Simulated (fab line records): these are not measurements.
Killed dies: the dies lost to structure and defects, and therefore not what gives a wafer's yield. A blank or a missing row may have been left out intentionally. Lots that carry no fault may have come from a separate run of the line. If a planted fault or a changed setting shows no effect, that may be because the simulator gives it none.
fab line records	flow nand-harc	part 2 of 2: steps 4 to 6 of 6
[record] lots = 19	wafers = 57	last-day = 34
route steps=1302 shown A_STAIRCASE@668
lots untouched by any fault: they come from a run of this same line in which no faults occurred
start-h: start of the lot's first displayed wafer, in hours after the record's first day	wait-h: how many hours have passed since the lot's step before this one	" as in the row above	L1.1+2: a single row standing in for several wafers	- either no value or no given start	* or withheld: withheld	< > ~ a bound
route shown NAME@n: a module of which the file shows steps, and the number in the route of the first	usual: the fault-free wafers' mean and standard deviation	same: alike in all rows	chamber/n: place in a boat	sites: readings site by site	_std_site: how widely they spread, as a standard deviation	_edge_site: inner sites' mean taken away from outer sites' mean	radius-mm: how far each site lies from the wafer's centre	mask NAME#n: copy n	behind: tool/chamber where the wafer was last shaped	hold: reason for holding the lot/hours on hold/outcome of the hold	device: names the non-switching transistor (n, p or np)	end of line: the same wafers' tests at the end of the route	for a step that has no rows: nothing shown but its recipe	killed: count of dies lost to structure and defects at first sort (not the wafer's yield)	map: shows each die of a wafer: x if killed, . if not, _ if none is there
set.NAME: the setting the step ran with; set.NAME@STEP: the setting that earlier step ran with	model.NAME: the simulator's own value behind a step, which no gauge read
the route's steps for a sample of lots (tables are steps, rows are wafers)
services: the hour from which a tool's chamber was out of use, counted from the record's first day as start-h (under 0 if before that day), plus the number of hours and why
[[steps]]
[step NHARC_A_STAIRCASE_DESCUM_219]
[recipe] time-s = 3	o2-flow-sccm = 200	ar-flow-sccm = 0	bias-power-w = 0	chemistry = O2
[usual] drypump-motor-current-A = 5.8/0.52	mfc-ar-sccm = 0.011/0.014	o2-flow-sccm = 199.9/0.59	oes-product-au = 1.001/0.0097	rf-vpp-V = 57.7/1	showerhead-plenum-p-Torr = 1.90/0.1	throttle-valve-pct = 11.311/0.0093
lot.wafer	tool	chamber	start-h	wait-h	drypump-motor-current-A	mfc-ar-sccm	o2-flow-sccm	oes-product-au	rf-hours-counter-h	rf-vpp-V	showerhead-plenum-p-Torr	throttle-valve-pct
L074.2	rie-diel-11	0	360.31	-	6.5	0	199.2	1.001	35	57.1	1.89	11.317
L074.3	"	2	"	"	5.6	0	199.6	1.000	31	57.5	1.79	11.309
L074.5	"	3	"	"	5.8	0.013	198.6	1.025	-	58.4	1.77	11.308
L075.2	rie-diel-05	3	368.87	-	4.9	0.032	198.3	1.002	43	56.6	1.77	11.305
L075.4	"	1	"	"	6.6	0	199.5	1.008	40	58.3	1.86	11.317
L075.1	"	2	"	"	6.3	0.001	199.7	0.997	37	56.6	1.82	11.302
L076.1	rie-diel-05	2	381.23	-	6.4	0.001	200.0	0.988	44	56.8	1.82	11.313
L076.2	"	3	"	"	4.9	0.032	201.0	0.987	47	56.4	1.77	11.299
L076.6	"	1	"	"	6.7	0	199.5	0.987	-	58.8	1.86	11.317
L078.3	rie-diel-05	3	399.77	-	4.9	0.032	199.7	0.995	55	57.6	1.77	11.311
L078.2	"	1	"	"	6.6	0	199.5	0.993	56	58.7	1.85	11.309
L078.6	"	1	"	"	6.6	0	199.2	0.988	-	57.4	1.85	11.310
L079.1	rie-diel-05	3	400.86	-	4.9	0.032	200.7	0.988	55	57.8	1.77	11.314
L079.3	"	1	"	"	6.6	0	200.3	0.994	56	57.3	1.85	11.322
L079.6	"	1	"	"	6.7	0	200.3	0.990	-	57.9	1.85	11.305
L080.3	rie-diel-11	1	421.66	-	5.8	0.002	200.3	1.008	49	57.7	1.98	11.335
L080.2	"	0	"	"	6.4	0	201.1	0.999	54	56.6	1.88	11.298
L080.5	"	1	"	"	5.8	0.002	200.4	1.005	-	59.5	1.98	11.317
L082.4	rie-diel-05	2	433.94	-	6.3	0.001	200.0	1.001	5	57.5	1.82	11.325
L082.2	"	0	"	"	5.5	0.018	199.6	1.004	8	58.2	1.98	11.315
L082.3	"	1	"	"	6.7	0	198.9	1.002	7	58.0	1.85	11.314
L084.1	rie-diel-04	3	466.19	-	6.3	0	201.1	1.000	36	58.3	1.89	11.299
L084.2	"	0	"	"	5.2	0.040	200.3	0.989	36	58.1	1.80	11.312
L084.4	"	1	"	"	5.4	0	200.0	1.006	35	57.9	2.05	11.307
L087.4	rie-diel-11	3	490.02	-	5.8	0.013	199.8	0.998	14	59.2	2.07	11.314
L087.3	"	0	"	"	6.4	0	199.4	0.996	14	58.1	1.88	11.332
L087.6	"	2	"	"	5.5	0	200.1	0.990	-	57.9	1.77	11.330
L088.3	rie-diel-11	1	498.95	-	5.8	0.002	199.5	0.976	16	58.9	1.97	11.318
L088.5	"	2	"	"	5.6	0	200.9	1.002	-	57.2	1.77	11.321
L088.6	"	3	"	"	5.8	0.013	200.4	1.009	-	59.4	2.07	11.303
L090.2	rie-diel-04	2	520.07	-	5.7	0.037	199.5	0.993	50	58.8	1.91	11.300
L090.5	"	1	"	"	5.3	0	198.8	1.002	-	58.2	2.04	11.305
L090.4	"	3	"	"	6.2	0	200.3	1.011	-	58.0	1.89	11.293
L091.2	rie-diel-11	2	520.46	-	5.5	0	200.3	1.015	22	55.8	1.77	11.316
L091.3	"	3	"	"	5.8	0.013	199.7	1.022	21	57.8	2.07	11.319
L091.1	"	1	"	"	5.8	0.002	200.3	0.985	24	57.8	1.97	11.301
L089.3	rie-diel-11	2	523.97	-	5.6	0	200.6	1.020	26	55.3	1.77	11.304
L089.4	"	1	"	"	5.8	0.002	200.3	1.004	28	57.9	1.97	11.318
L089.6	"	3	"	"	5.8	0.013	199.4	1.016	-	58.6	2.07	11.312
L092.4	rie-diel-05	1	536.95	-	6.6	0	199.4	0.989	44	57.2	1.84	11.312
L092.5	"	0	"	"	5.5	0.018	199.6	0.996	-	57.8	1.97	11.301
L092.6	"	1	"	"	6.6	0	199.3	0.993	-	57.2	1.84	11.310
L093.1	rie-diel-11	1	551.68	-	5.8	0.002	199.9	1.000	39	60.2	1.97	11.313
L093.3	"	2	"	"	5.5	0	200.1	0.996	35	55.0	1.77	11.313
L093.4	"	3	"	"	5.8	0.013	200.2	1.004	32	58.8	2.07	11.304
L094.3	rie-diel-11	2	555.39	-	5.5	0	200.1	0.994	36	57.3	1.77	11.307
L094.1	"	3	"	"	5.8	0.013	201.4	1.000	33	58.9	2.07	11.301
L094.2	"	1	"	"	5.8	0.002	199.5	0.991	40	57.2	1.97	11.316
L095.4	rie-diel-11	1	580.40	-	5.8	0.002	200.1	0.994	43	59.0	1.97	11.301
L095.6	"	0	"	"	6.4	0	199.5	0.996	-	56.0	1.87	11.301
L095.5	"	1	"	"	5.8	0.002	200.0	1.001	-	57.7	1.97	11.307
L097.3	rie-diel-05	0	596.45	-	5.5	0.018	199.4	1.013	2	57.0	1.97	11.311
L097.2	"	3	"	"	4.9	0.032	199.9	1.001	2	59.8	2.06	11.297
L097.5	"	2	"	"	6.3	0.001	199.6	1.010	-	58.2	1.80	11.317
L096.3	rie-diel-05	0	599.97	-	5.5	0.018	200.1	1.000	3	57.9	1.97	11.299
L096.2	"	2	"	"	6.3	0.001	200.6	0.992	3	57.8	1.80	11.309
L096.6	"	2	"	"	6.3	0.001	199.4	1.001	-	56.0	1.80	11.304
[step NHARC_A_STAIRCASE_ETCH_221]
[recipe] target-depth-a = 1000	time-s = 40.5	ion-energy-ev = 400	c4f8-flow-sccm = 20	o2-flow-sccm = 10	ar-flow-sccm = withheld	rf-w = 600	bias-w = 1000	chemistry = C4F8/O2
[usual] oes-product-au = 0.940/0.014	rf-vpp-V = 895/6.5
lot.wafer	tool	chamber	start-h	wait-h	oes-product-au	rf-hours-counter-h	rf-vpp-V
L074.3	rie-diel-11	2	-	-	0.934	31	887
L074.2	"	0	"	"	0.941	35	895
L074.5	"	2	"	"	0.922	-	888
L075.2	rie-diel-05	2	-	-	0.927	38	890
L075.4	"	0	"	"	0.932	42	901
L075.1	"	1	"	"	0.939	40	891
L076.1	rie-diel-05	2	-	-	0.929	44	890
L076.2	"	3	"	"	0.932	48	888
L076.6	"	3	"	"	0.924	-	886
L078.2	rie-diel-05	2	-	-	0.934	52	891
L078.3	"	1	"	"	0.930	56	892
L078.6	"	1	"	"	0.923	-	892
L079.1	rie-diel-05	3	-	-	0.932	56	888
L079.3	"	1	"	"	0.930	56	893
L079.6	"	2	"	"	0.919	-	890
L080.3	rie-diel-11	0	-	-	0.964	54	894
L080.2	"	2	"	"	0.945	53	888
L080.5	"	1	"	"	0.955	-	901
L082.4	rie-diel-05	1	-	-	0.958	7	893
L082.3	"	3	"	"	0.943	5	905
L082.2	"	0	"	"	0.965	8	901
L084.2	rie-diel-04	1	-	-	0.950	35	903
L084.1	"	2	"	"	0.916	35	895
L084.4	"	3	"	"	0.925	36	894
L087.4	rie-diel-11	3	-	-	0.924	14	906
L087.3	"	2	"	"	0.916	14	887
L087.6	"	3	"	"	0.934	-	905
L088.3	rie-diel-11	3	-	-	0.959	16	906
L088.6	"	0	"	"	0.947	-	894
L088.5	"	1	"	"	0.936	-	899
L090.2	rie-diel-04	2	-	-	0.937	50	897
L090.4	"	3	"	"	0.960	-	895
L090.5	"	2	"	"	0.936	-	895
L091.1	rie-diel-11	2	-	-	0.926	22	887
L091.2	"	3	"	"	0.929	21	905
L091.3	"	0	"	"	0.920	23	893
L089.4	rie-diel-11	2	-	-	0.940	26	888
L089.3	"	3	"	"	0.942	23	906
L089.6	"	2	"	"	0.935	-	886
L092.4	rie-diel-05	0	-	-	0.944	48	899
L092.5	"	2	"	"	0.960	-	890
L092.6	"	3	"	"	0.955	-	905
L093.4	rie-diel-11	0	-	-	0.956	36	894
L093.3	"	1	"	"	0.944	39	900
L093.1	"	2	"	"	0.959	35	885
L094.2	rie-diel-11	2	-	-	0.935	36	887
L094.3	"	0	"	"	0.937	37	893
L094.1	"	1	"	"	0.930	40	900
L095.4	rie-diel-11	2	-	-	0.951	42	884
L095.5	"	1	"	"	0.950	-	899
L095.6	"	2	"	"	0.956	-	886
L097.3	rie-diel-05	2	-	-	0.942	2	890
L097.2	"	0	"	"	0.940	2	899
L097.5	"	3	"	"	0.941	-	905
L096.2	rie-diel-05	3	-	-	0.945	3	904
L096.3	"	0	"	"	0.955	3	899
L096.6	"	3	"	"	0.945	-	906
[step NHARC_A_STAIRCASE_ETCH_225]
[recipe] target-depth-a = 1000	time-s = 40.5	ion-energy-ev = 400	c4f8-flow-sccm = 20	o2-flow-sccm = 10	ar-flow-sccm = withheld	rf-w = 600	bias-w = 1000	chemistry = C4F8/O2
[usual] oes-product-au = 0.942/0.01	rf-vpp-V = 895/6.6
lot.wafer	tool	chamber	start-h	wait-h	oes-product-au	rf-hours-counter-h	rf-vpp-V
L074.2	rie-diel-11	3	-	-	0.955	11	888
L074.3	"	2	"	"	0.935	31	888
L074.5	"	0	"	"	0.940	-	895
L075.1	rie-diel-05	2	-	-	0.916	38	889
L075.2	"	3	"	"	0.943	43	888
L075.4	"	0	"	"	0.952	42	899
L076.1	rie-diel-05	0	-	-	0.934	47	901
L076.2	"	2	"	"	0.942	44	890
L076.6	"	3	"	"	0.940	-	887
L078.2	rie-diel-05	1	-	-	0.928	56	892
L078.3	"	2	"	"	0.925	52	891
L078.6	"	3	"	"	0.929	-	887
L079.3	rie-diel-05	3	-	-	0.932	56	887
L079.1	"	1	"	"	0.935	57	892
L079.6	"	1	"	"	0.943	-	893
L080.2	rie-diel-11	2	-	-	0.938	53	888
L080.3	"	3	"	"	0.959	33	886
L080.5	"	1	"	"	0.937	-	899
L082.4	rie-diel-05	3	-	-	0.952	5	905
L082.2	"	0	"	"	0.964	8	903
L082.3	"	2	"	"	0.960	5	890
L084.4	rie-diel-04	3	-	-	0.944	36	896
L084.1	"	0	"	"	0.935	36	889
L084.2	"	2	"	"	0.927	35	896
L087.3	rie-diel-11	2	-	-	0.952	15	888
L087.4	"	3	"	"	0.959	15	905
L087.6	"	3	"	"	0.965	-	906
L088.3	rie-diel-11	1	-	-	0.936	17	899
L088.6	"	2	"	"	0.947	-	887
L088.5	"	3	"	"	0.948	-	906
L090.2	rie-diel-04	2	-	-	0.919	50	894
L090.5	"	2	"	"	0.917	-	895
L090.4	"	1	"	"	0.933	-	904
L091.2	rie-diel-11	2	-	-	0.928	26	887
L091.3	"	3	"	"	0.937	23	906
L091.1	"	1	"	"	0.920	28	900
L089.3	rie-diel-11	0	-	-	0.940	25	894
L089.4	"	1	"	"	0.940	28	899
L089.6	"	2	"	"	0.940	-	887
L092.4	rie-diel-05	3	-	-	0.950	43	904
L092.6	"	1	"	"	0.930	-	892
L092.5	"	2	"	"	0.946	-	890
L093.1	rie-diel-11	2	-	-	0.938	36	887
L093.3	"	3	"	"	0.942	33	906
L093.4	"	0	"	"	0.950	36	892
L094.3	rie-diel-11	3	-	-	0.942	33	905
L094.1	"	0	"	"	0.952	37	892
L094.2	"	1	"	"	0.939	41	901
L095.4	rie-diel-11	1	-	-	0.955	44	899
L095.6	"	2	"	"	0.953	-	886
L095.5	"	3	"	"	0.951	-	904
L097.3	rie-diel-05	3	-	-	0.934	2	904
L097.2	"	2	"	"	0.944	2	889
L097.5	"	2	"	"	0.935	-	888
L096.2	rie-diel-05	0	-	-	0.954	3	901
L096.3	"	2	"	"	0.953	3	887
L096.6	"	3	"	"	0.934	-	905
[[services]]
tool	chamber	start-h	hours	kind
rie-diel-05	0	336.92	-	clean
rie-diel-05	1	336.92	-	clean
rie-diel-05	2	336.92	-	clean
rie-diel-05	3	336.92	-	clean
rie-diel-04	-	354.97	9.0	pm
rie-diel-05	0	361.44	-	clean
rie-diel-05	1	361.44	-	clean
rie-diel-05	2	361.44	-	clean
rie-diel-05	3	361.44	-	clean
rie-diel-04	-	365.64	0.3	repair
rie-diel-05	0	386.85	20.6	repair
rie-diel-05	1	388.29	-	clean
rie-diel-05	2	388.29	-	clean
rie-diel-05	3	388.29	-	clean
rie-diel-05	-	406.65	9.0	pm
rie-diel-05	1	406.65	9.0	vent-cycle
rie-diel-05	2	406.65	9.0	vent-cycle
rie-diel-05	3	406.65	9.0	vent-cycle
rie-diel-05	0	415.65	-	clean
rie-diel-11	-	432.64	9.0	pm
rie-diel-05	2	452.12	16.0	repair
rie-diel-04	0	518.99	65.0	repair
rie-diel-04	-	533.58	9.0	pm
rie-diel-05	-	583.65	9.0	pm
